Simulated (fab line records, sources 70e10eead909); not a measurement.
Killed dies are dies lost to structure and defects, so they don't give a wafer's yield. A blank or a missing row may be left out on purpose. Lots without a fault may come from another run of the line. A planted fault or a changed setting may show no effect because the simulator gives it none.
A struck lot beside a sound one | flow nand_harc | 36 steps out of a route of 1302
Sound: wafers L594.1, L594.3, L594.6. Struck: wafers L596.1, L596.5, L596.6. The cause comes at the end.
At each step with rows: each side's tool, then ch and its chambers, then its first start. Under that, the readings that differ: sound wafers | struck wafers | difference of the means | sigmas: that difference in standard deviations of wafers without a fault.
alike: readings whose means differ by less than 2 such deviations, and words and numbers that are the same on both sides. not compared: withheld readings, readings that some wafer has no value for, bounds like >300 that may hide the same value, and numbers for which the record gives no deviation and whose values overlap.
The two part at a step that has a row with sigmas, a row that says differs or no value, or rows on one side only. Numbers that don't overlap but have no deviation are shown without sigmas and don't part them. A reading that every wafer of one side lacks parts them only if that side has two wafers or more.

first, 11 steps without rows for these wafers: NHARC_THIN_TSV_ETCH_44 (etches the open film in CF4/O2, target depth 1594.2 nm, time 797.1 s); NHARC_THIN_TSV_ETCH_15 (target depth 3000 nm, bosch target overetch cycles 2, bosch etch step 2.8 s); NHARC_THIN_TSV_STRIP_45 (strips in O2); NHARC_THIN_TSV_STRIP_46 (strips in post etch residue remover, time 1200 s); NHARC_THIN_TSV_DEP_47 (deposits SiO2, target thk 200 nm); NHARC_THIN_TSV_ETCHBACK_48 (etches the open film in C4F8/Ar, target depth 1028.5 nm, time 405.17 s); NHARC_THIN_TSV_STRIP_62 (strips in N2/H2, time 20 s); NHARC_THIN_TSV_DEGAS_49 (time 120 s); NHARC_THIN_TSV_PRE_CLEAN_50 (time 30 s); NHARC_THIN_TSV_PVD_19 (deposits TaN, target thk 20 nm); NHARC_THIN_TSV_PVD_51 (deposits Cu, target thk 100 nm).
NHARC_THIN_TSV_ECD_20: material Cu, target thk 2000 nm.
  sound on ecd_cu-02 ch 0,1, day 29 12:51; struck on ecd_cu-02 ch 0,1, day 29 21:50
then, 22 steps without rows for these wafers: NHARC_THIN_TSV_ANNEAL_52 (time 90 s); NHARC_THIN_TSV_CMP_21 (polishes, t overpolish 30 s, target thk 2000 nm); NHARC_THIN_TSV_SRD_23; NHARC_THIN_TSV_DEGAS_53 (time 60 s); NHARC_THIN_TSV_PRE_CLEAN_54 (time 30 s); NHARC_THIN_TSV_PVD_55 (deposits TiN, target thk 50 nm); NHARC_THIN_TSV_PVD_24 (deposits Al, target thk 800 nm); NHARC_THIN_TSV_DEHYDRATE_25 (time 120 s); NHARC_THIN_TSV_HMDS_26 (time 30 s); NHARC_THIN_TSV_COAT_27; NHARC_THIN_TSV_SOFTBAKE_28 (time 95 s); NHARC_THIN_TSV_EBR_29; NHARC_THIN_TSV_EXPOSE_30 (exposes mask PAD); NHARC_THIN_TSV_PEB_31 (peb time 85 s); NHARC_THIN_TSV_DEVELOP_32 (time 70 s); NHARC_THIN_TSV_HARDBAKE_34 (time 80 s); NHARC_THIN_TSV_DESCUM_35 (chemistry O2, time 3 s); NHARC_THIN_TSV_ETCH_59 (etches the open film in Cl2/BCl3, target depth 880 nm, time 138.1 s); NHARC_THIN_TSV_ETCH_36 (etches the open film in Cl2/BCl3, target depth 65 nm, time 18.571 s); NHARC_THIN_TSV_STRIP_56 (strips in O2); NHARC_THIN_TSV_STRIP_57 (strips in post etch residue remover, time 1200 s); NHARC_THIN_TSV_ANNEAL_58 (time 1800 s).
NHARC_END_WLT_00:
  sound on prober-01, day 29 21:28; struck on prober-01, day 30 19:20
  alike: VT_DECK1_BOTTOM, VT_DECK1_BOTTOM_INNER, VT_DECK1_MEDIAN_NEAR_BOTTOM, VT_DECK1_MEDIAN_NEAR_BOTTOM_INNER, VT_DECK1_MIDDLE, VT_DECK1_MIDDLE_INNER, VT_DECK1_TOP, VT_DECK1_TOP_INNER, VT_DECK2_BOTTOM, VT_DECK2_BOTTOM_INNER, VT_DECK2_MEDIAN_NEAR_BOTTOM, VT_DECK2_MEDIAN_NEAR_BOTTOM_INNER, VT_DECK2_MIDDLE, VT_DECK2_MIDDLE_INNER, VT_DECK2_TOP, VT_DECK2_TOP_INNER
  not compared: hold
NHARC_END_SORT_01:
  sound on prober-01 ch 0, day 30 00:31; struck on prober-01 ch 0, day 31 00:35
  reading                  | sound          | struck                                                                     | difference                   | sigmas
  hold                     | - - -          | await_dispo/4.2h/release await_dispo/4.2h/release await_dispo/4.2h/release | no value on the sound wafers |
  defect_limited_yield (%) | 90.3 89.4 88.5 | 30.4 31.6 35.3                                                             | -57.0                        | -21
  killed_at_array          | 63 68 76       | 22 27 33                                                                   | -42                          | -2
  killed_at_other          | 1 0 0          | 449 433 404                                                                | +428                         | +99 or more
  killed_dies              | 66 72 78       | 471 463 438                                                                | +385                         | +21
  alike: killed_at_periphery, killed_open, killed_short

WHERE THEY PART
Only at NHARC_END_SORT_01, within this record.

WHY: what the simulator had put in
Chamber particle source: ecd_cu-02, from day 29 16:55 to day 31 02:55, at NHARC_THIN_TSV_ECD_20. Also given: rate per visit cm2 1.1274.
